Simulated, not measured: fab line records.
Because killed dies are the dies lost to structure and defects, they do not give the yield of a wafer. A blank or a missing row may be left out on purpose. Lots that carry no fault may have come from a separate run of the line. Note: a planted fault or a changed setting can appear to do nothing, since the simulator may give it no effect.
2 desks looking at one fault || flow n5 finfet || only its own numbers are on each desk; what lay behind them is given at the end

## AT THE METROLOGY DESK
Means of the sampled wafers that have a number, per lot and without regard to the tool the lot ran on: this is what the gauges read. The brackets show how far a lot's mean lies from the usual mean; more than 4 standard deviations puts the lot out of limits, marked OUT.
Columns: A = M11_OVL at N5_BEOL_M11_OVL_MEAS_12, usual 0.0 nm
{"lot": "L818", "first seen here": "day 10 09:26", "A": -0.4}
{"lot": "L821", "first seen here": "day 11 02:16", "A": -0.1}
{"lot": "L822", "first seen here": "day 11 02:47", "A": 0.7}
{"lot": "L823", "first seen here": "day 11 10:03", "A": -1.4}
{"lot": "L824", "first seen here": "day 12 02:26", "A": 0.6}
{"lot": "L828", "first seen here": "day 12 19:16", "A": 0.3}
{"lot": "L833", "first seen here": "day 14 11:03", "A": 0.7}
{"lot": "L834", "first seen here": "day 14 15:56", "A": -0.0}
{"lot": "L836", "first seen here": "day 15 04:38", "A": 0.7}
{"lot": "L838", "first seen here": "day 15 12:59", "A": 0.3}
{"lot": "L840", "first seen here": "day 15 21:18", "A": -0.5}
This desk's verdict: no lot among the 11 shows anything out of limits.

## THE TOOL OWNER'S DESK: ald metal-03
The tool's own readings at N5_BEOL_M11_ALD_74 (deposits TaN, target thk 2 nm, pulse time 2 s, purge time 3 s): means of the sampled wafers that have a number, for each lot that ran on this tool. The brackets show how far a lot's mean lies from the usual mean; more than 4 standard deviations puts the lot out of limits, marked OUT.
Columns: A = heater power outer w at N5_BEOL_M11_ALD_74, usual 225 W; B = heater power w at N5_BEOL_M11_ALD_74, usual 407 W
{"lot": "L821", "first seen here": "day 11 05:49", "A": 236, "B": 435}
{"lot": "L822", "first seen here": "day 11 06:34", "A": 249, "B": 466}
{"lot": "L823", "first seen here": "day 11 17:20", "A": 244, "B": 449}
{"lot": "L824", "first seen here": "day 12 05:53", "A": 249, "B": 478}
{"lot": "L828", "first seen here": "day 12 23:28", "A": 242, "B": 454}
This desk's verdict: no lot among the 5 shows anything out of limits.

## PUT TOGETHER
Metrology desk: nothing out of limits seen.
The tool owner's desk saw nothing out of limits.

## WHAT WAS PUT IN BY THE SIMULATOR
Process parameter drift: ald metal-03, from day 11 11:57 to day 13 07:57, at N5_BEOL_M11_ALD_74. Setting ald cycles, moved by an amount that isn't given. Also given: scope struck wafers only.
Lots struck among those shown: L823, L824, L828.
